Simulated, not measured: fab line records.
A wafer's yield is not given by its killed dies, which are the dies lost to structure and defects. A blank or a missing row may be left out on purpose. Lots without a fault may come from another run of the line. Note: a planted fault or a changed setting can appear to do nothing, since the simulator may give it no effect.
fab line records | flow nand-harc
record lots=12 | wafers=36 | last-day=33
route steps=1302 shown A_BONDPAD@1228 THIN_TSV@1267 END@1302
lots that met no fault: taken from a fault-free run of the same line
start-h: the number of hours between the record's first day and the start of the first shown wafer of the lot | wait-h: hours since the lot's step before | " as in the row above | L1.1+2: one row covering several wafers at once | - no value present, or no start provided | * or withheld: withheld | < > ~ a bound
route shown NAME@n: names a module that has steps shown in the file, with the first one's number in the route | usual: mean and standard deviation over wafers with no fault | same: alike in all rows | chamber/n: place in a boat | sites: readings site by site | _std_site: how widely they spread, as a standard deviation | _edge_site: the outer-site mean with the inner-site mean subtracted | radius-mm: for every site, how far away it sits from the centre of the wafer | mask NAME#n: copy n | behind: tool/chamber where the wafer was last shaped | hold: why the lot was held/for how many hours/how that ended | device: names the non-switching transistor (n, p or np) | end of line: the route-end tests of the same wafers | a step without rows: its recipe alone | killed: dies that structure and defects cost at the first sort, which is not the same as the wafer's yield | map: dies across one wafer; x = killed, . = not, _ = none there
set.NAME: the setting the step ran with; set.NAME@STEP: the setting that earlier step ran with | model.NAME: the simulator's own value behind a step, which no gauge read
steps of the route over a sample of lots; a table a step, a row a wafer
services: from which hour (start-h, from the record's first day; less than 0 if before it) a tool's chamber was out of use, for how many hours, and why
## steps
# step NHARC_A_BONDPAD_PVD_27
# recipe target-thk-a=300 | chamber-pressure-pa=5 | power-w=5000 | substrate-temp-c=30 | time-s=20.49 | material=Cu
# usual cathode-dc-power-W=5000.0/0.88 | throttle-valve-pct=30.0/0.9
lot.wafer | tool           | chamber | start-h | wait-h | cathode-dc-power-W | throttle-valve-pct
L473.3    | pvd-sputter-03 | -       | 537.41  | -      | 5000.3             | 30.6
L473.4    | "              | -       | "       | "      | 5000.4             | 29.7
L473.6    | "              | -       | "       | "      | 5000.4             | 30.4
L472.4    | pvd-sputter-02 | -       | 539.13  | -      | 4998.7             | 29.7
L472.1    | "              | -       | "       | "      | 5001.5             | 29.8
L472.5    | "              | -       | "       | "      | 4999.8             | 30.2
L471.1    | pvd-sputter-01 | -       | 543.32  | -      | 4999.0             | 30.1
L471.5    | "              | -       | "       | "      | 4999.0             | 30.2
L471.6    | "              | -       | "       | "      | 4999.3             | 32.1
L476.4    | pvd-sputter-01 | -       | 594.36  | -      | 4998.9             | 29.2
L476.3    | "              | -       | "       | "      | 4999.4             | 30.3
L476.5    | "              | -       | "       | "      | 4998.2             | 32.3
L475.1    | pvd-sputter-02 | -       | 597.21  | -      | 4998.3             | 28.9
L475.3    | "              | -       | "       | "      | 5001.1             | 29.4
L475.6    | "              | -       | "       | "      | 5000.8             | 29.2
L474.4    | pvd-sputter-02 | -       | 602.78  | -      | 4999.7             | 29.7
L474.5    | "              | -       | "       | "      | 4999.6             | 29.0
L474.6    | "              | -       | "       | "      | 4999.8             | 29.1
L486.3    | pvd-sputter-03 | -       | 680.23  | -      | 4999.6             | 29.3
L486.2    | "              | -       | "       | "      | 4999.3             | 30.5
L486.5    | "              | -       | "       | "      | 4999.5             | 29.7
L483.4    | pvd-sputter-01 | -       | 683.02  | -      | 4998.6             | 28.8
L483.2    | "              | -       | "       | "      | 5001.3             | 29.9
L483.6    | "              | -       | "       | "      | 4998.4             | 30.2
L490.4    | pvd-sputter-03 | -       | 723.06  | -      | 5001.9             | 30.4
L490.2    | "              | -       | "       | "      | 4999.9             | 29.9
L490.5    | "              | -       | "       | "      | 4998.9             | 30.5
L492.3    | pvd-sputter-03 | -       | 755.37  | -      | 4999.0             | 29.9
L492.5    | "              | -       | "       | "      | 4999.0             | 30.7
L492.6    | "              | -       | "       | "      | 5001.5             | 30.2
L493.2    | pvd-sputter-03 | -       | 756.57  | -      | 4998.8             | 30.5
L493.1    | "              | -       | "       | "      | 4999.4             | 30.0
L493.5    | "              | -       | "       | "      | 4999.7             | 30.9
L494.3    | pvd-sputter-02 | -       | 765.36  | -      | 4999.4             | 29.1
L494.4    | "              | -       | "       | "      | 4999.4             | 29.9
L494.5    | "              | -       | "       | "      | 4999.7             | 30.9
# step NHARC_THIN_TSV_DEP_47
# recipe target-thk-a=2000 | temp-c=withheld | pressure-torr=6.5 | rf-w=900 | teos-flow-sccm=161.4 | flow-sccm=2650 | target-thk-nm=200 | gas=O2 | material=SiO2
# usual mfc-precursor-sccm=161.4/0.42 | throttle-valve-pct=16.0/0.67
lot.wafer | tool     | chamber | start-h | wait-h | mfc-precursor-sccm | since-wet-clean-h | throttle-valve-pct
L473.3    | pecvd-02 | 2       | 553.00  | -      | 161.1              | 132               | 16.1
L473.4    | "        | 2       | "       | "      | 161.3              | -                 | 16.1
L473.6    | "        | 0       | "       | "      | 162.2              | -                 | 16.6
L472.1    | pecvd-02 | 1       | 555.50  | -      | 160.4              | 134               | 16.7
L472.5    | "        | 0       | "       | "      | 161.2              | -                 | 16.9
L472.4    | "        | 1       | "       | "      | 161.0              | -                 | 16.8
L471.1    | pecvd-03 | 0       | 561.89  | -      | 160.5              | 2                 | 15.9
L471.6    | "        | 0       | "       | "      | 161.7              | -                 | 15.8
L471.5    | "        | 2       | "       | "      | 161.0              | -                 | 15.0
L476.3    | pecvd-01 | 0       | 609.72  | -      | 162.1              | 97                | 17.2
L476.5    | "        | 0       | "       | "      | 161.4              | -                 | 17.3
L476.4    | "        | 2       | "       | "      | 162.6              | -                 | 15.4
L475.3    | pecvd-03 | 1       | 611.13  | -      | 161.4              | 51                | 15.9
L475.1    | "        | 2       | "       | "      | 161.3              | 51                | 14.7
L475.6    | "        | 0       | "       | "      | 161.5              | -                 | 15.9
L474.4    | pecvd-01 | 2       | 619.35  | -      | 161.5              | -                 | 15.6
L474.5    | "        | 0       | "       | "      | 161.5              | -                 | 17.5
L474.6    | "        | 1       | "       | "      | 161.5              | -                 | 16.5
L483.2    | pecvd-03 | 1       | 696.53  | -      | 161.5              | 136               | 16.1
L483.4    | "        | 2       | "       | "      | 161.0              | -                 | 15.0
L483.6    | "        | 0       | "       | "      | 161.5              | -                 | 15.9
L486.3    | pecvd-01 | 0       | 697.64  | -      | 161.3              | 3                 | 17.1
L486.2    | "        | 1       | "       | "      | 161.6              | 3                 | 15.8
L486.5    | "        | 1       | "       | "      | 161.7              | -                 | 16.3
L490.2    | pecvd-02 | 0       | 740.06  | -      | 160.6              | 138               | 16.5
L490.5    | "        | 0       | "       | "      | 161.3              | -                 | 16.3
L490.4    | "        | 1       | "       | "      | 160.7              | -                 | 16.4
L493.2    | pecvd-01 | 0       | 773.04  | -      | 160.7              | 79                | 17.3
L493.1    | "        | 2       | "       | "      | 161.5              | 79                | 15.4
L493.5    | "        | 2       | "       | "      | 161.2              | -                 | 15.6
L492.3    | pecvd-03 | 2       | 774.11  | -      | 161.3              | 33                | 14.9
L492.5    | "        | 2       | "       | "      | 161.3              | -                 | 15.0
L492.6    | "        | 1       | "       | "      | 161.9              | -                 | 15.9
L494.3    | pecvd-01 | 0       | 781.37  | -      | 160.7              | 87                | 16.9
L494.4    | "        | 2       | "       | "      | 160.8              | -                 | 15.6
L494.5    | "        | 0       | "       | "      | 161.4              | -                 | 16.9
# step NHARC_THIN_TSV_PRE_CLEAN_50
# recipe time-s=30 | temp-c=280 | gas=H2/He
# usual heater-power-w=401/28
lot.wafer | tool           | chamber | start-h | wait-h | heater-power-w
L473.4    | pvd-sputter-01 | -       | -       | -      | 340
L473.3    | "              | -       | "       | "      | 397
L473.6    | "              | -       | "       | "      | 340
L472.4    | pvd-sputter-01 | -       | -       | -      | 398
L472.1    | "              | -       | "       | "      | 332
L472.5    | "              | -       | "       | "      | 387
L471.1    | pvd-sputter-01 | -       | -       | -      | 335
L471.5    | "              | -       | "       | "      | 392
L471.6    | "              | -       | "       | "      | 333
L476.4    | pvd-sputter-02 | -       | -       | -      | 389
L476.3    | "              | -       | "       | "      | 400
L476.5    | "              | -       | "       | "      | 394
L475.1    | pvd-sputter-01 | -       | -       | -      | 463
L475.3    | "              | -       | "       | "      | 388
L475.6    | "              | -       | "       | "      | 367
L474.4    | pvd-sputter-02 | -       | -       | -      | 359
L474.6    | "              | -       | "       | "      | 399
L474.5    | "              | -       | "       | "      | 370
L483.4    | pvd-sputter-02 | -       | -       | -      | 405
L483.2    | "              | -       | "       | "      | 399
L483.6    | "              | -       | "       | "      | 365
L486.2    | pvd-sputter-02 | -       | -       | -      | 394
L486.3    | "              | -       | "       | "      | 408
L486.5    | "              | -       | "       | "      | 404
L490.2    | pvd-sputter-02 | -       | -       | -      | 364
L490.4    | "              | -       | "       | "      | 399
L490.5    | "              | -       | "       | "      | 392
L493.2    | pvd-sputter-03 | -       | -       | -      | 407
L493.1    | "              | -       | "       | "      | 424
L493.5    | "              | -       | "       | "      | 389
L492.3    | pvd-sputter-03 | -       | -       | -      | 455
L492.5    | "              | -       | "       | "      | 434
L492.6    | "              | -       | "       | "      | 424
L494.4    | pvd-sputter-03 | -       | -       | -      | 437
L494.3    | "              | -       | "       | "      | 427
L494.5    | "              | -       | "       | "      | 440
# step NHARC_END_SORT_01
# recipe temp-c=25
# usual defect-limited-yield=91/3.1 | killed-at-array=54/21 | killed-at-other=0.9/1.1 | killed-at-periphery=3.5/2.5 | killed-dies=58/21 | killed-open=3.3/1.9 | killed-short=2.6/1.8 | sort_bin_2_pct=3.0/1.4 | sort_bin_3_pct=0.6/0.41 | sort_bin_4_pct=4.9/1.7 | sort-n-pass=619/21 | sort-rim-yield-pct=92/4 | sort-yield-pct=91/3.1
# same gross-dies=677 | sort_bin_5_pct[%]=0 | sort_bin_6_pct[%]=0 | sort_bin_7_pct[%]=0 | sort_bin_8_pct[%]=0 | sort-rim-n-gross=106.00
lot.wafer | tool      | chamber | start-h | wait-h | defect-limited-yield[%] | killed-at-array | killed-at-other | killed-at-periphery | killed-dies | killed-open | killed-short | sort_bin_2_pct[%] | sort_bin_3_pct[%] | sort_bin_4_pct[%] | sort-n-pass | sort-rim-yield-pct[%] | sort-yield-pct[%]
L473.3    | prober-01 | 0       | 577.68  | 3.1    | 91                      | 61              | 0               | 0                   | 61          | 3           | 1            | 3.0               | 0.7               | 5.3               | 616         | 99                    | 91
L473.4    | prober-01 | 0       | 578.48  | 3.4    | 94                      | 41              | 0               | 2                   | 43          | 2           | 3            | 2.5               | 0.7               | 3.1               | 634         | 95                    | 94
L473.6    | prober-01 | 0       | 580.06  | 4.0    | 93                      | 43              | 1               | 4                   | 48          | 3           | 3            | 1.5               | 0.6               | 5.0               | 629         | 94                    | 93
L486.2    | prober-01 | 0       | 714.07  | 2.8    | 92                      | 46              | 0               | 10                  | 56          | 4           | 0            | 3.5               | 1.2               | 3.5               | 621         | 90                    | 92
L486.3    | prober-01 | 0       | 714.86  | 3.1    | 95                      | 24              | 0               | 8                   | 32          | 3           | 2            | 1.2               | 0.6               | 3.0               | 645         | 92                    | 95
L486.5    | prober-01 | 0       | 716.45  | 3.7    | 91                      | 54              | 1               | 3                   | 58          | 2           | 2            | 3.5               | 0.7               | 4.3               | 619         | 88                    | 91
L483.2    | prober-02 | 0       | 716.76  | 2.8    | 86                      | 89              | 0               | 4                   | 93          | 4           | 6            | 3.8               | 1.5               | 8.4               | 584         | 84                    | 86
L483.4    | prober-02 | 0       | 718.38  | 3.4    | 80                      | 135             | 0               | 3                   | 138         | 2           | 3            | 8.6               | 4.1               | 7.7               | 539         | 94                    | 80
L483.6    | prober-02 | 0       | 719.99  | 4.0    | 77                      | 151             | 0               | 6                   | 157         | 5           | 3            | 10.5              | 2.5               | 10.2              | 520         | 96                    | 77
# killed by level:class
L473.3 A_CHANNEL_HOLE_D1:chamber-film-flake=43 A_CHANNEL_HOLE_D2:chamber-film-flake=4 A_STAIRCASE:chamber-film-flake=4 A_CONTACT:chamber-film-flake=4 A_CHANNEL_HOLE_D1:geometric-particle:open=2 A_WL_FILL:geometric-particle:short=1 A_WL_FILL:geometric-particle:open=1 A_SLIT:chamber-film-flake=1
L473.4 A_CHANNEL_HOLE_D1:chamber-film-flake=30 A_CHANNEL_HOLE_D2:chamber-film-flake=3 A_CHANNEL_FILL_D2:chamber-film-flake=2 A_CONTACT:chamber-film-flake=2 P_CONTACT:geometric-particle:short=1 P_M2:geometric-particle:short=1 A_CHANNEL_FILL_D1:geometric-particle:short=1 A_DECK1_JOINT:geometric-particle:open=1
L473.6 A_CHANNEL_HOLE_D1:chamber-film-flake=28 A_CHANNEL_HOLE_D2:chamber-film-flake=4 A_STAIRCASE:chamber-film-flake=3 A_CHANNEL_FILL_D2:chamber-film-flake=2 P_M0:geometric-particle:short=1 P_M1:geometric-particle:open=1 A_ONON_D1:geometric-particle:short=1 A_ONON_D1:geometric-particle:open=1
L486.2 A_SLIT:chamber-film-flake=26 A_CHANNEL_HOLE_D2:chamber-film-flake=12 P_ZERO_WELL:chamber-film-flake=4 A_CHANNEL_HOLE_D1:chamber-film-flake=2 P_BONDPAD:chamber-film-flake=2 A_CHANNEL_FILL_D2:chamber-film-flake=2 A_CONTACT:chamber-film-flake=2 P_GATE:geometric-particle:open=1
L486.3 A_SLIT:chamber-film-flake=12 A_CHANNEL_HOLE_D1:chamber-film-flake=4 A_CHANNEL_HOLE_D2:chamber-film-flake=4 P_GATE:chamber-film-flake=3 P_BONDPAD:chamber-film-flake=3 P_CONTACT:geometric-particle:open=1 P_M0:geometric-particle:open=1 A_CHANNEL_FILL_D2:geometric-particle:short=1
L486.5 A_SLIT:chamber-film-flake=28 A_CHANNEL_HOLE_D2:chamber-film-flake=8 A_CHANNEL_HOLE_D1:chamber-film-flake=7 A_STAIRCASE:chamber-film-flake=4 P_BONDPAD:chamber-film-flake=2 A_CHANNEL_FILL_D1:geometric-particle:open=1 A_CHANNEL_FILL_D1:geometric-particle:short=1 A_CHANNEL_FILL_D2:geometric-particle:open=1
L483.2 A_CHANNEL_HOLE_D1:chamber-film-flake=28 A_BONDPAD:unspecified=24 A_CHANNEL_HOLE_D2:chamber-film-flake=17 A_WL_FILL:geometric-particle:short=4 A_CONTACT:chamber-film-flake=4 A_ONON_D1:geometric-particle:open=3 A_CHANNEL_FILL_D2:chamber-film-flake=3 A_ZERO_WELL:chamber-film-flake=2
L483.4 A_BONDPAD:unspecified=77 A_CHANNEL_HOLE_D1:chamber-film-flake=21 A_CHANNEL_HOLE_D2:chamber-film-flake=15 A_SLIT:chamber-film-flake=6 A_STAIRCASE:chamber-film-flake=4 P_M1:chamber-film-flake=3 A_CHANNEL_FILL_D2:chamber-film-flake=3 A_CONTACT:chamber-film-flake=2
L483.6 A_BONDPAD:unspecified=93 A_CHANNEL_HOLE_D1:chamber-film-flake=33 A_CHANNEL_HOLE_D2:chamber-film-flake=8 A_STAIRCASE:chamber-film-flake=3 A_SLIT:chamber-film-flake=3 P_M1:chamber-film-flake=2 A_CHANNEL_FILL_D2:chamber-film-flake=2 A_CONTACT:chamber-film-flake=2
## services
tool           | chamber | start-h | hours | kind
pvd-sputter-03 | -       | 524.24  | 2.4   | repair
pvd-sputter-03 | -       | 538.51  | 59.4  | repair
pecvd-03       | -       | 547.24  | 13.0  | pm
pvd-sputter-02 | -       | 553.71  | 21.4  | repair
pecvd-02       | -       | 589.15  | 13.0  | pm
pvd-sputter-01 | -       | 598.32  | 10.0  | pm
pvd-sputter-01 | -       | 630.80  | 2.8   | repair
pvd-sputter-02 | -       | 638.00  | 10.0  | pm
pecvd-03       | -       | 651.34  | 0.7   | repair
pvd-sputter-01 | -       | 655.97  | 2.6   | repair
pvd-sputter-03 | -       | 675.90  | 1.4   | repair
pecvd-01       | -       | 681.27  | 13.0  | pm
pecvd-01       | 0       | 681.27  | 13.0  | vent-cycle
pecvd-01       | 1       | 681.27  | 13.0  | vent-cycle
pecvd-02       | 1       | 684.03  | 18.9  | repair
pvd-sputter-01 | -       | 699.70  | 1.2   | repair
pvd-sputter-03 | -       | 704.64  | 10.0  | pm
pecvd-02       | -       | 716.23  | 2.9   | repair
pecvd-03       | -       | 728.24  | 13.0  | pm
pecvd-03       | 1       | 756.05  | 10.2  | repair
pvd-sputter-03 | -       | 757.54  | 2.6   | repair
pvd-sputter-01 | -       | 767.14  | 1.7   | repair
pecvd-02       | -       | 770.15  | 13.0  | pm
pvd-sputter-01 | -       | 776.34  | 10.0  | pm
## key
first-sign step=NHARC_END_SORT_01 | reading=killed-at-array | direction=up | sigmas=3.4 | usual=54 | struck=125 | wafers-moved=2
effect step=NHARC_END_SORT_01 | reading=defect-limited-yield | direction=down | sigmas=3.4 | usual=91 | struck=81 | wafers-moved=2
more-kills-born-at NHARC_A_BONDPAD_PVD_27@pvd-sputter-01=194
met-at NHARC_A_BONDPAD_PVD_27
struck-lots L483
not-acting-at NHARC_THIN_TSV_DEP_47,NHARC_THIN_TSV_PRE_CLEAN_50
onset-between 594.36 683.02
fault kind=chamber-particle-source | tool=pvd-sputter-01 | chamber=- | onset-h=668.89 | steps=NHARC_A_BONDPAD_PVD_27 | rate-per-visit-cm2=0.7436 | end-h=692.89
